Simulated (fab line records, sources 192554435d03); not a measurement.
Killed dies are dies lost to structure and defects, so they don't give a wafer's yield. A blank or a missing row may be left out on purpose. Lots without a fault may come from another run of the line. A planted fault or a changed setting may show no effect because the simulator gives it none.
fab line records | flow n5_finfet
record lots=7 wafers=21 last_day=16
route steps=1938 shown HKMG_FIN@422 BEOL_M4@1111 PASSIVATION@1936
lots that met no fault: from a run of the same line without faults
start_h: hours from the record's first day to the start of the lot's first wafer shown | wait_h: hours since the lot's step before | " the same as in the row above | L1.1+2: a row that stands for several wafers | - no value, or no start given | * or withheld: withheld | < > ~ a bound
route shown NAME@n: a module of which the file shows steps, and the number in the route of the first | usual: mean/standard deviation of fault-free wafers | same: alike in all rows | chamber/n: place in a boat | sites: the reading at each site | _std_site: their standard deviation | _edge_site: outer sites' mean less inner sites' | radius_mm: how far each site lies from the wafer's centre | mask NAME#n: copy n | behind: the tool/chamber that last shaped the wafer | hold: why the lot was held/for how many hours/how that ended | device: the transistor (n, p or np) that didn't switch | end of line: the same wafers' tests at the end of the route | a step without rows: its recipe alone | killed: dies lost to structure and defects at the first sort, not the wafer's yield | map: a wafer's dies, x killed, . not, _ none there
set.NAME: the setting as run; set.NAME@STEP: as run at that earlier step | model.NAME: the simulator's own value behind a step, which no gauge read
lots at some steps of the route; a table a step, a row a wafer
services: from which hour (start_h, from the record's first day; less than 0 if before it) a tool's chamber was out of use, for how many hours, and why
## steps
# step N5_HKMG_FIN_COAT_29
# recipe resist=SOC temp_c=250 time_s=60 spin_rpm=1500 resist_thk_nm=300
# step N5_HKMG_FIN_COAT_30
# recipe resist=SiARC temp_c=220 time_s=60 spin_rpm=1500 resist_thk_nm=35
# step N5_HKMG_FIN_COAT_06
# recipe resist=CAR-ArF spin_rpm=1500 resist_thk_nm=90
# step N5_HKMG_FIN_EBR_08
# recipe solvent=PGMEA ebr_width_mm=1.5
# step N5_HKMG_FIN_SOFTBAKE_07
# recipe temp_c=110 time_s=60 resist=CAR-ArF
# step N5_HKMG_FIN_EXPOSE_09
# recipe mask_id=NWFM na=1.35 source_shape=conventional sigma_outer=0.8 polarization=unpolarized dose_mj=39.25
# step N5_HKMG_FIN_PEB_10
# recipe peb_temp_c=withheld peb_time_s=60 resist=CAR-ArF
# step N5_HKMG_FIN_DEVELOP_11
# recipe develop_time_s=30 developer=TMAH resist=CAR-ArF dev_temp_c=23 rinse_liquid=diw dry=air_spin
# step N5_HKMG_FIN_CD_MEAS_12
# recipe target_cd_nm=92.8 landing_energy_ev=500 detector=se_inlens
# usual cd_nm=92.7/0.53
# columns lot.wafer tool chamber start_h wait_h cd_nm
L441.4 cd_sem-02 0 80.96 - 91.8
L441.5 " 0 " " 92.2
L441.6 " 0 " " 92.2
L443.1 cd_sem-02 0 96.90 - 92.8
L443.2 " 0 " " 93.7
L443.3 " 0 " " 92.7
L446.2 cd_sem-02 0 113.37 - 92.3
L446.3 " 0 " " 92.5
L446.6 " 0 " " 93.2
L447.1 cd_sem-02 0 120.86 - 93.0
L447.2 " 0 " " 93.2
L447.4 " 0 " " 93.0
L449.1 cd_sem-01 0 131.51 - 92.5
L449.3 " 0 " " 92.4
L449.4 " 0 " " 91.9
L454.1 cd_sem-02 0 159.16 - 92.4
L454.3 " 0 " " 92.5
L454.5 " 0 " " 92.8
L457.2 cd_sem-01 0 178.86 - 91.9
L457.3 " 0 " " 93.0
L457.5 " 0 " " 93.2
# step N5_HKMG_FIN_OVL_MEAS_13
# recipe points_per_wafer=44
# usual NWFM_OVL=-0.1/0.84
# columns lot.wafer tool chamber start_h wait_h NWFM_OVL[nm]
L441.4 overlay-02 0 80.99 0.0 0.5
L441.5 " 0 " " 0.5
L441.6 " 0 " " -0.3
L443.1 overlay-01 0 96.93 0.0 0.0
L443.2 " 0 " " -0.7
L443.3 " 0 " " -0.1
L446.2 overlay-01 0 113.40 0.0 -1.3
L446.3 " 0 " " 0.4
L446.6 " 0 " " -1.8
L447.1 overlay-02 0 120.89 0.0 -0.7
L447.2 " 0 " " -0.8
L447.4 " 0 " " -0.6
L449.1 overlay-02 0 131.54 0.0 -0.2
L449.3 " 0 " " -1.3
L449.4 " 0 " " 0.3
L454.1 overlay-01 0 159.19 0.0 -0.4
L454.3 " 0 " " -2.0
L454.5 " 0 " " -1.3
L457.2 overlay-01 0 178.89 0.0 -0.6
L457.3 " 0 " " -1.6
L457.5 " 0 " " -0.7
# step N5_HKMG_FIN_INSPECT_14
# recipe mode=adi inspect_instrument=macro
# usual raw_defect_count=2.1/1.5
# columns lot.wafer tool chamber start_h wait_h raw_defect_count
L441.4 defect_inspect-02 - 81.01 0.0 4
L441.5 " - " " 6
L441.6 " - " " 1
L443.1 defect_inspect-02 - 96.95 0.0 1
L443.2 " - " " 0
L443.3 " - " " 2
L446.2 defect_inspect-01 - 113.42 0.0 2
L446.3 " - " " 2
L446.6 " - " " 3
L447.1 defect_inspect-01 - 120.92 0.0 1
L447.2 " - " " 2
L447.4 " - " " 2
L449.1 defect_inspect-02 - 131.57 0.0 1
L449.3 " - " " 1
L449.4 " - " " 1
L454.1 defect_inspect-02 - 159.21 0.0 3
L454.3 " - " " 0
L454.5 " - " " 2
L457.2 defect_inspect-01 - 178.91 0.0 0
L457.3 " - " " 2
L457.5 " - " " 4
# step N5_HKMG_FIN_DESCUM_17
# recipe chemistry=O2 time_s=7.9 source_power_w=50 bias_power_w=20 pressure_mtorr=20 rf_frequency_hz=2.712e+07 temp_c=40 resist=CAR-ArF o2_flow_sccm=225
# usual bias_power_w=20.00/0.06 drypump_motor_current_A=5.8/0.43 oes_product_au=0.76/0.06 rf_vpp_V=242.9/0.91 showerhead_plenum_p_Torr=2.07/0.03 temp_c=40.00/0.12 throttle_valve_pct=20.48/0.23
# columns lot.wafer tool chamber start_h wait_h bias_power_w drypump_motor_current_A oes_product_au rf_hours_counter_h rf_vpp_V showerhead_plenum_p_Torr temp_c throttle_valve_pct
L441.4 rie_diel-02 1 81.04 0.0 19.97 6.1 0.75 128 243.0 2.11 40.01 20.22
L441.5 " 1 " " 20.03 6.1 0.75 - 243.7 2.11 40.17 20.22
L441.6 " 2 " " 20.09 6.0 0.76 - 243.4 2.09 40.16 20.73
L443.1 rie_diel-02 0 96.98 0.0 20.03 5.7 0.81 84 242.1 2.03 39.88 20.43
L443.2 " 3 " " 20.03 6.1 0.79 89 243.2 2.12 40.03 20.28
L443.3 " 1 " " 20.01 6.1 0.75 133 241.4 2.10 39.84 20.23
L446.2 rie_diel-02 3 113.46 0.0 19.96 6.1 0.78 95 244.2 2.11 40.00 20.29
L446.3 " 2 " " 20.03 5.9 0.75 148 244.7 2.09 40.14 20.75
L446.6 " 3 " " 19.97 6.1 0.79 - 242.5 2.11 40.03 20.28
L447.1 rie_diel-02 1 120.95 0.0 20.05 6.1 0.74 142 243.5 2.10 39.79 20.26
L447.2 " 3 " " 19.98 6.0 0.78 99 245.2 2.11 39.94 20.29
L447.4 " 0 " " 19.90 5.6 0.80 93 242.7 2.03 40.09 20.43
L449.1 rie_diel-02 3 131.88 0.3 19.96 6.1 0.79 102 243.5 2.11 39.99 20.31
L449.3 " 1 " " 20.02 6.1 0.74 147 244.1 2.10 40.08 20.25
L449.4 " 2 " " 20.11 5.9 0.75 157 243.3 2.08 40.04 20.77
L454.1 rie_diel-01 3 159.25 0.0 20.02 4.8 0.74 188 243.8 2.07 39.89 20.55
L454.3 " 2 " " 19.89 5.7 1.03 0 242.5 2.06 40.27 20.42
L454.5 " 3 " " 20.04 4.8 0.75 - 242.4 2.07 39.99 20.56
L457.2 rie_diel-01 2 179.38 0.5 20.01 5.7 0.97 7 242.1 2.05 40.08 20.42
L457.3 " 3 " " 19.93 4.8 0.73 195 242.9 2.07 40.06 20.57
L457.5 " 3 " " 19.99 4.8 0.74 - 243.9 2.07 40.00 20.57
# step N5_HKMG_FIN_ETCH_31
# recipe chemistry=CF4 target=SiARC target_depth_a=455 mask_material=CAR-ArF time_s=75.8 ion_energy_ev=80 pressure_mtorr=40 source_w=545 bias_w=36 Ar_flow_sccm=100 cf4_flow_sccm=100 ends=cleared
# usual bias_w=36.01/0.11 drypump_motor_current_A=5.8/0.43 etch_rf_on_time_s=75.8/1.3 oes_product_au=0.65/0.051 rf_vpp_V=183.7/0.81 showerhead_plenum_p_Torr=2.12/0.032 throttle_valve_pct=15.68/0.25
# columns lot.wafer tool chamber start_h wait_h bias_w drypump_motor_current_A etch_rf_on_time_s oes_product_au rf_hours_counter_h rf_vpp_V showerhead_plenum_p_Torr throttle_valve_pct
L441.4 rie_diel-02 1 81.08 0.0 35.99 6.0 75.0 0.64 128 184.2 2.15 15.39
L441.5 " 1 " " 35.81 6.1 74.5 0.65 - 184.1 2.15 15.39
L441.6 " 2 " " 36.02 5.9 76.5 0.65 - 183.0 2.15 15.99
L443.1 rie_diel-02 0 97.02 0.0 36.04 5.6 75.6 0.69 84 183.0 2.08 15.52
L443.2 " 3 " " 36.04 6.0 75.3 0.69 89 184.6 2.16 15.48
L443.3 " 1 " " 36.03 6.1 75.9 0.64 133 184.6 2.15 15.40
L446.2 rie_diel-02 3 113.49 0.0 37.85 6.1 74.1 0.68 95 188.3 2.16 15.51
L446.3 " 2 " " 37.90 6.0 77.5 0.64 148 188.7 2.15 16.02
L446.6 " 3 " " 37.74 6.1 73.6 0.68 - 189.8 2.16 15.51
L447.1 rie_diel-02 1 120.99 0.0 37.61 6.1 73.8 0.64 142 190.3 2.15 15.42
L447.2 " 3 " " 37.70 6.1 73.0 0.69 99 189.5 2.16 15.51
L447.4 " 0 " " 37.68 5.6 74.1 0.69 93 188.3 2.07 15.56
L449.1 rie_diel-02 3 131.92 0.0 37.65 6.1 72.7 0.68 102 189.0 2.16 15.49
L449.3 " 1 " " 37.72 6.1 72.7 0.65 147 188.2 2.15 15.42
L449.4 " 2 " " 37.78 5.9 75.7 0.65 157 189.5 2.14 16.03
L454.1 rie_diel-01 3 159.28 0.0 35.91 4.8 75.1 0.63 188 183.5 2.13 15.83
L454.3 " 2 " " 36.10 5.7 73.0 0.87 0 182.2 2.11 15.59
L454.5 " 3 " " 35.84 4.8 75.0 0.63 - 184.2 2.13 15.83
L457.2 rie_diel-01 2 179.41 0.0 35.98 5.7 73.5 0.83 7 183.5 2.11 15.59
L457.3 " 3 " " 36.00 4.8 76.4 0.62 195 184.5 2.13 15.83
L457.5 " 3 " " 35.98 4.8 76.0 0.63 - 184.9 2.13 15.85
# step N5_HKMG_FIN_ETCH_32
# recipe chemistry=N2/H2 target=SOC target_depth_a=2400 temp_c=40 time_s=300 ion_energy_ev=200 mask_material=SiARC pressure_mtorr=30 source_w=840 bias_w=150 n2_flow_sccm=200 h2_flow_sccm=200
# usual bias_w=150.0/0.48 drypump_motor_current_A=5.8/0.43 oes_product_au=0.76/0.061 rf_vpp_V=523.1/1.4 showerhead_plenum_p_Torr=2.52/0.039 temp_c=39.98/0.11 throttle_valve_pct=17.89/0.24
# columns lot.wafer tool chamber start_h wait_h bias_w drypump_motor_current_A oes_product_au rf_hours_counter_h rf_vpp_V showerhead_plenum_p_Torr temp_c throttle_valve_pct
L441.4 rie_diel-02 1 81.13 0.0 149.5 6.1 0.75 129 524.1 2.56 40.07 17.65
L441.5 " 1 " " 150.3 6.1 0.74 - 524.4 2.56 40.18 17.65
L441.6 " 2 " " 150.7 6.0 0.74 - 523.6 2.55 39.85 18.21
L443.1 rie_diel-02 0 97.07 0.0 150.4 5.6 0.82 84 521.8 2.46 39.99 17.73
L443.2 " 3 " " 150.6 6.1 0.80 89 523.9 2.57 40.04 17.67
L443.3 " 1 " " 149.9 6.1 0.75 133 524.0 2.56 40.04 17.67
L446.2 rie_diel-02 3 113.55 0.0 149.6 6.1 0.79 96 523.4 2.57 39.91 17.68
L446.3 " 2 " " 149.8 6.0 0.74 148 523.0 2.55 39.79 18.22
L446.6 " 3 " " 149.6 6.1 0.79 - 524.8 2.57 39.85 17.69
L447.1 rie_diel-02 1 121.04 0.0 149.3 6.1 0.74 142 523.5 2.56 40.05 17.67
L447.2 " 3 " " 150.0 6.1 0.79 99 524.5 2.57 40.09 17.70
L447.4 " 0 " " 149.4 5.6 0.81 93 519.6 2.46 40.13 17.74
L449.1 rie_diel-02 3 131.97 0.0 149.1 6.1 0.79 102 525.1 2.57 39.99 17.70
L449.3 " 1 " " 149.7 6.1 0.73 147 522.9 2.56 39.90 17.68
L449.4 " 2 " " 150.2 5.9 0.74 157 522.6 2.54 39.74 18.24
L454.1 rie_diel-01 3 159.34 0.0 149.7 4.8 0.74 188 524.5 2.53 39.97 18.09
L454.3 " 2 " " 150.5 5.7 1.03 0 522.1 2.50 40.11 17.74
L454.5 " 3 " " 149.1 4.8 0.74 - 523.8 2.53 40.08 18.09
L457.2 rie_diel-01 2 179.47 0.0 150.2 5.7 0.97 7 522.9 2.50 40.02 17.75
L457.3 " 3 " " 150.1 4.8 0.73 196 524.4 2.52 39.96 18.11
L457.5 " 3 " " 150.1 4.8 0.73 - 521.6 2.52 40.03 18.08
# step N5_BEOL_M4_RC_MEAS_101
# usual DIBL_N=36.5/1.4 DIBL_P=36.5/1.6 IOFF_N=0.163/0.022 IOFF_P=0.219/0.029 ION_N=675/8.3 ION_P=464/6.2 SS_N=71.5/0.52 SS_P=73.4/0.57 VT_N=249.7/2.6 VT_P=-250/3
# columns lot.wafer tool chamber start_h wait_h DIBL_N[mV/V] DIBL_P[mV/V] IOFF_N[nA/um] IOFF_P[nA/um] ION_N[uA/um] ION_P[uA/um] SS_N[mV/dec] SS_P[mV/dec] VT_N[mV] VT_P[mV]
L441.4 prober-01 0 171.63 0.5 36.0 34.1 0.126 0.197 664 463 71.4 72.9 258.0 -250
L441.5 " 0 " " 37.7 36.0 0.153 0.229 663 462 71.5 73.4 254.3 -247
L441.6 " 0 " " 36.5 33.8 0.126 0.191 667 460 71.8 73.0 257.9 -251
L443.1 prober-02 0 195.64 0.0 34.3 35.7 0.124 0.181 667 457 70.7 73.1 254.2 -253
L443.2 " 0 " " 38.1 39.3 0.185 0.229 661 453 71.9 73.2 250.0 -252
L443.3 " 0 " " 35.3 36.6 0.140 0.191 664 461 70.8 72.3 252.1 -255
L446.2 prober-02 0 208.40 0.2 33.6 32.9 0.129 0.164 674 461 71.3 72.1 252.2 -253
L446.3 " 0 " " 34.6 35.0 0.140 0.184 663 457 71.3 72.3 251.6 -253
L446.6 " 0 " " 35.3 35.7 0.152 0.193 676 463 70.9 72.8 247.7 -252
L447.1 prober-01 0 213.01 0.0 35.2 35.1 0.147 0.180 673 462 71.7 72.9 250.7 -253
L447.2 " 0 " " 34.9 34.8 0.145 0.179 675 461 71.0 72.5 252.5 -252
L447.4 " 0 " " 36.8 37.2 0.177 0.200 680 461 72.1 73.4 246.7 -250
L449.1 prober-02 0 240.24 0.0 37.4 36.2 0.161 0.217 681 464 71.1 73.3 251.2 -251
L449.3 " 0 " " 37.1 36.2 0.158 0.214 666 456 71.7 74.0 250.3 -251
L449.4 " 0 " " 38.1 37.6 0.178 0.255 678 470 71.6 73.9 249.1 -248
L454.1 prober-02 0 258.55 0.0 35.7 37.0 0.156 0.231 670 464 71.7 73.9 252.4 -247
L454.3 " 0 " " 37.2 38.7 0.187 0.253 673 463 72.3 73.9 248.2 -248
L454.5 " 0 " " 36.4 37.9 0.164 0.237 672 466 71.9 74.1 249.8 -247
L457.2 prober-02 0 272.07 0.2 37.1 37.8 0.176 0.255 689 472 71.9 74.0 248.2 -246
L457.3 " 0 " " 36.8 37.0 0.186 0.239 685 466 71.5 73.9 244.8 -247
L457.5 " 0 " " 37.0 37.2 0.177 0.246 686 472 72.0 73.8 248.6 -246
# step N5_PASSIVATION_PROBE_49
# usual defect_limited_yield=91.2/1.6 killed_at_M0_to_M3=33/11 killed_at_M4_up=15/6.2 killed_at_contacts=15/7.1 killed_at_front_end=38/12 killed_at_other=4/3.5 killed_dies=104/19 killed_open=69/14 killed_short=34/8.5 sort_bin_5_function=5.2/0.99 sort_bin_6_memory=3.3/0.77 sort_n_pass=1076/19 sort_yield_pct=91.2/1.6
# same gross_dies=1180 killed_at_back_side=0 sort_bin_4_leakage[%]=0 sort_bin_8_speed[%]=0
# columns lot.wafer tool chamber start_h wait_h defect_limited_yield[%] killed_at_M0_to_M3 killed_at_M4_up killed_at_contacts killed_at_front_end killed_at_other killed_dies killed_open killed_short sort_bin_5_function[%] sort_bin_6_memory[%] sort_n_pass sort_yield_pct[%]
L449.1 prober-01 - 343.86 0.0 91.5 34 19 22 19 6 100 64 32 4.7 3.4 1080 91.5
L449.3 prober-01 - 343.96 0.1 92.3 33 23 19 14 2 91 61 28 4.2 3.2 1089 92.3
L449.4 prober-01 - 344.01 0.2 92.9 36 9 14 23 2 84 60 24 4.3 2.5 1096 92.9
# killed by level:class
L449.1 MOL_CONTACT_COAG:geometric_particle:open=16 BEOL_M0_SAQP:geometric_particle:open=9 BEOL_M2:geometric_particle:open=7 MOL_CONTACT_COAG:geometric_particle:short=6 BEOL_M0_SAQP:geometric_particle:short=5 BEOL_M4:geometric_particle:open=5 BEOL_M5:geometric_particle:open=4 FIN_SAQP:geometric_particle:short=3
L449.3 MOL_CONTACT_COAG:geometric_particle:open=13 BEOL_M0_SAQP:geometric_particle:short=9 BEOL_M1:geometric_particle:open=7 MOL_CONTACT_COAG:geometric_particle:short=6 BEOL_M2:geometric_particle:open=6 BEOL_M5:geometric_particle:open=6 BEOL_M3:geometric_particle:open=5 BEOL_M4:geometric_particle:open=5
L449.4 MOL_CONTACT_COAG:geometric_particle:open=12 BEOL_M0_SAQP:geometric_particle:short=8 BEOL_M0_SAQP:geometric_particle:open=7 BEOL_M1:geometric_particle:open=6 BEOL_M3:geometric_particle:open=5 BEOL_M4:geometric_particle:open=5 FIN_SAQP:geometric_particle:open=4 STI_FIN_REVEAL:geometric_particle:open=4
## services
# columns tool chamber start_h hours kind
rie_diel-01 1 88.68 15.3 repair
rie_diel-01 1 126.77 8.7 repair
rie_diel-01 2 136.93 - clean
rie_diel-01 2 136.93 - consumable_replace:focus_ring
rie_diel-01 2 136.93 22.3 scheduled_down
rie_diel-01 2 136.93 22.3 vent_cycle
## key
first_sign step=N5_HKMG_FIN_ETCH_31 reading=bias_w direction=up sigmas=16 usual=* struck=*
effect step=N5_HKMG_FIN_ETCH_31 reading=rf_vpp_V direction=up sigmas=6.6 usual=183.7 struck=189.1
met_at N5_HKMG_FIN_ETCH_31
struck_wafers L446.2,L446.3,L446.6,L447.1,L447.2,L447.4,L449.1,L449.3,L449.4
onset_between 97.02 113.49
fault kind=process_parameter_drift tool=rie_diel-02 chamber=- onset_h=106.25 steps=N5_HKMG_FIN_ETCH_31 channel=bias_w offset=* shape=step end_h=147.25 acts_in=* stated=*
